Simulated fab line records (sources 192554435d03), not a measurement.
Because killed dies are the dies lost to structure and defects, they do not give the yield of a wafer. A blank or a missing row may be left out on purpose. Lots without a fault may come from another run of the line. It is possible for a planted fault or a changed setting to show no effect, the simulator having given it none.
Comparing a struck lot with a sound one -- flow n5 finfet -- 38 out of 1938 route steps
Sound: these wafers, L440.1, L440.5, L440.6. Struck: wafer L438.1 (left out: L438.5, a lot-mate that was not struck); the cause follows at the end.
At each step with rows: each side's tool, then ch and its chambers, then its first start. Under that, the readings that differ: sound wafers -- struck wafers -- difference of the means -- sigmas: that difference in standard deviations of wafers without a fault.
alike: words and numbers the same on both sides, and readings whose means are apart by under 2 such deviations; not compared: readings that were withheld, readings missing a value for some wafer, numbers with overlapping values and no deviation given by the record, and bounds like >300 which may hide the same value.
The two part at a step that has a row with sigmas, a row that says differs or no value, or rows on one side only. When numbers do not overlap yet have no deviation, they are printed without sigmas and do not part them. A reading missing from all wafers of one side parts the sides only when that side holds two or more wafers.

first, 10 steps without rows for these wafers: N5_MOL_CONTACT_COAG_CO_FILL_22 (material Co, precursor CCTBA/H2, target thk 20 nm); N5_MOL_CONTACT_COAG_ANNEAL_113 (time 300 s); N5_MOL_CONTACT_COAG_PRE_CLEAN_142 (time 60 s); N5_MOL_CONTACT_COAG_SPUTTER_130 (material Co, target thk 47.5 nm); N5_MOL_CONTACT_COAG_PRECLEAN_125 (cleans in DIW, time 57.5 s); N5_MOL_CONTACT_COAG_SRD_126 (dry time 32 s); N5_MOL_CONTACT_COAG_CMP_23 (polishes, stops on SiO2, t overpolish 1.5 s, target thk 0 nm); N5_MOL_CONTACT_COAG_WET_ETCH_26 (target Co, target depth 13 nm); N5_MOL_CONTACT_COAG_WET_ETCH_116 (etches the open film in SC1-inhibited, target depth 4.6 nm, rinse time 30 s); N5_MOL_CONTACT_COAG_ALD_27 (deposits SiOC, target thk 17 nm, pulse time 1.5 s, time 2720 s).
N5_MOL_CONTACT_COAG_CMP_28: polishes, stops on SiNx, t overpolish 0.85 s, target thk 14.522 nm.
  sound on cmp-02 ch 2,3, day 10 19:37; struck on cmp-04 ch 0, day 9 20:16
reading,sound,struck,difference,sigmas
time to endpoint s (s),5.9 3.4 7.0,0.0,-5.4,-2
  alike: edge zone pressure frac, motor current A
  not compared: pad life wafers
then, 23 steps without rows for these wafers: N5_MOL_CONTACT_COAG_ALD_123 (deposits SiNx, target thk 5 nm, pulse time 1 s, purge time 2 s); N5_MOL_CONTACT_COAG_PECVD_31 (deposits SiO2 from TEOS/O2, target thk 46 nm, time 8.9 s); N5_MOL_CONTACT_COAG_COAT_75 (time 60 s, resist thk 60 nm); N5_MOL_CONTACT_COAG_COAT_76 (time 60 s, resist thk 10 nm); N5_MOL_CONTACT_COAG_COAT_77 (time 60 s, resist thk 10 nm); N5_MOL_CONTACT_COAG_COAT_78 (resist thk 40 nm); N5_MOL_CONTACT_COAG_EBR_80; N5_MOL_CONTACT_COAG_SOFTBAKE_79 (time 60 s); N5_MOL_CONTACT_COAG_EXPOSE_81 (exposes mask VG, defocus 0 nm); N5_MOL_CONTACT_COAG_PEB_82 (peb time 60 s); N5_MOL_CONTACT_COAG_DEVELOP_83 (develop time 30 s); N5_MOL_CONTACT_COAG_DESCUM_88 (chemistry O2, time 7 s); N5_MOL_CONTACT_COAG_ETCH_89 (etches underlayer in N2/H2, target depth 13 nm, time 10.4 s); N5_MOL_CONTACT_COAG_ETCH_90 (etches SiARC in CF4, target depth 13 nm, time 21.7 s); N5_MOL_CONTACT_COAG_ALD_131 (deposits SiO2, target thk 5 nm, pulse time 1 s, co reactant pulse time 1 s); N5_MOL_CONTACT_COAG_ETCHBACK_132 (etches SiO2 in CHF3, target depth 10 nm, time 6.7 s); N5_MOL_CONTACT_COAG_ETCH_91 (etches SOC in N2/H2, target depth 60 nm, overetch 21 nm, time 101.2 s); N5_MOL_CONTACT_COAG_STRIP_92 (strips in N2/H2); N5_MOL_CONTACT_COAG_STRIP_93 (strips in N2/H2); N5_MOL_CONTACT_COAG_ETCHBACK_135 (etches SiO2 in CHF3, target depth 25 nm, time 16.7 s); N5_MOL_CONTACT_COAG_STRIP_118 (strips in CHF3); N5_MOL_CONTACT_COAG_VIA_ETCH_46 (etches SiO2 in C4F6/O2, target depth 46 nm, overetch 9.2 nm, time 40 s); N5_MOL_CONTACT_COAG_STRIP_96 (strips in N2/H2).
N5_MOL_CONTACT_COAG_ETCH_47: etches SiNx in CH3F/O2, stops on W, target depth 27 nm.
  sound on rie diel-06 ch 0,1, day 10 22:01; struck on rie diel-06 ch 0, day 9 22:10
reading,sound,struck,difference,sigmas
model.etch.depth nm (nm),17.9 17.87 18.03,17.8,-0.1,
  alike: drypump motor current A, etch rf on time s, mfc ar sccm, oes product au, rf vpp V, showerhead plenum p Torr, throttle valve pct
  not compared: rf hours counter h
then, 1 step without rows for these wafers: N5_MOL_CONTACT_COAG_STRIP_119 (strips in N2/H2, time 30 s).
-- a jump in the record: the struck wafers' starts before and after are 3 days apart (it breaks off in module MOL_CONTACT_COAG and resumes in module BEOL_M4, where the first step shown is number 1111 of the route) --
N5_BEOL_M4_RC_MEAS_101:
  sound on prober-02 ch 0, day 13 23:53; struck on prober-02 ch 0, day 13 00:03
reading,sound,struck,difference,sigmas
SS_P (mV/dec),72.6 72.5 71.8,73.6,+1.3,+2
  alike: DIBL_N, DIBL_P, IOFF_N, IOFF_P, ION_N, ION_P, SS_N, VT_N, VT_P
-- a jump in the record: the struck wafers' starts before and after are 5 days apart (it breaks off in module BEOL_M4 and resumes in module PASSIVATION, where the first step shown is number 1936 of the route) --
N5_PASSIVATION_PROBE_49:
  sound on prober-01 at day 18 13:55; struck on prober-01 at day 17 16:21
  alike: defect limited yield, killed_at_M0_to_M3, killed_at_M4_up, killed at contacts, killed at front end, killed at other, killed dies, killed open, killed short, sort_bin_5_function, sort_bin_6_memory, sort_bin_8_speed, sort n pass, sort yield pct

## WHERE THEY PART
Last at N5_BEOL_M4_RC_MEAS_101 as far as this record goes, first at N5_MOL_CONTACT_COAG_CMP_28. Later steps at which nothing parts them and some readings are alike: N5_PASSIVATION_PROBE_49.

WHY: what had been put in by the simulator
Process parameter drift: cmp-04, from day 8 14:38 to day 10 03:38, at N5_MOL_CONTACT_COAG_CMP_28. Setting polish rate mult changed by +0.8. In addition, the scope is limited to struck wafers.
